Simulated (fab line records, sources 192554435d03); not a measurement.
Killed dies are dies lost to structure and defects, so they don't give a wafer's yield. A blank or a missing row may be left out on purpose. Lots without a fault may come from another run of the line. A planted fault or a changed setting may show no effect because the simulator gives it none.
Problem report in the 8D (eight disciplines) form, filled by code | flow n5_finfet | the parts of the form that need people (team, actions taken, sign-off) are left out

1. THE PROBLEM
rf_fwd_power_W at N5_MOL_CONTACT_COAG_ETCH_67 reads a mean of 1036.9 W on 6 wafers of 2 lots; wafers without a fault read 835.1 W with a standard deviation of 2.8. That is +72 standard deviations from the usual mean.
The step: etches SOC in N2/H2, target depth 60 nm, overetch 21 nm, time 101.2 s.
First seen on wafer L653.1, day 6 14:22, on rie_diel-02. The record holds 24 wafers of 8 lots with a number at this step. Rule for "out", or "out of limits": more than 4 standard deviations from the usual mean. The other wafers with a number count as sound.

2. WHAT IT IS AND WHAT IT IS NOT
question                    | is                       | is not
which readings at this step | rf_fwd_power_W, rf_vpp_V | chamber_pressure_mTorr, drypump_motor_current_A, oes_product_au, showerhead_plenum_p_Torr, throttle_valve_pct
which lots                  | L653, L654               | L651, L655, L658, L659, L664, L671
which wafers of those lots  | all that have a number   | -
read on which tools         | rie_diel-02              | rie_diel-01, rie_diel-04
when                        | from day 6 14:22         | up to then (3 sound wafers); but 15 sound wafers of L655, L658, L659, L664, L671 came after

3. SUSPECTS, AND WHAT RULES EACH OUT
Counting: a tool at a process step up to the reading stays a suspect if it ran every lot that is out and no sound lot after the first of them.
- rie_diel-02 at N5_MOL_CONTACT_COAG_ETCH_67 (etches SOC in N2/H2, target depth 60 nm, overetch 21 nm, time 101.2 s): kept. It ran every lot that is out, first L653 (day 6 14:22), and no sound lot after that; its last sound lot up to then is L651 (day 5 17:27). Its own readings are out on those wafers: rf_fwd_power_W, rf_vpp_V.
Left after counting: rie_diel-02 at N5_MOL_CONTACT_COAG_ETCH_67.

4. THE CAUSE (what the simulator had put in)
Process parameter drift: rie_diel-02, from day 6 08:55 on, at N5_MOL_CONTACT_COAG_ETCH_67. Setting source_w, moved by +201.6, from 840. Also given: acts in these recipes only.
Counting left only this tool.

5. THE CHAIN OF EFFECTS, in route order
Each row: a reading whose mean over the struck wafers that have a number lies more than 3 standard deviations from the usual. Only readings for which the record gives a usual standard deviation are gone through. hours: the time from each lot's start at the first step in this table that gives one to its start at this step, as a median over the lots. sigmas: the change in usual standard deviations.
hours | step                        | reading        | usual   | on struck wafers | change | sigmas
0     | N5_MOL_CONTACT_COAG_ETCH_67 | rf_fwd_power_W | 835.1 W | 1036.9           | +201.8 | +72
0     | N5_MOL_CONTACT_COAG_ETCH_67 | rf_vpp_V       | 523.8 V | 487.7            | -36.1  | -18
The process steps in it:
- N5_MOL_CONTACT_COAG_ETCH_67: etches SOC in N2/H2, target depth 60 nm, overetch 21 nm, time 101.2 s.
Later measuring or inspecting steps at which every struck wafer that the step has a row for has a number for every such reading, and none has moved that far: N5_BEOL_M4_RC_MEAS_101.

6. WHAT WOULD HAVE CAUGHT IT SOONER
In this record the first reading out of limits was taken at day 6 14:22, 5 hours after the fault began at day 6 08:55.
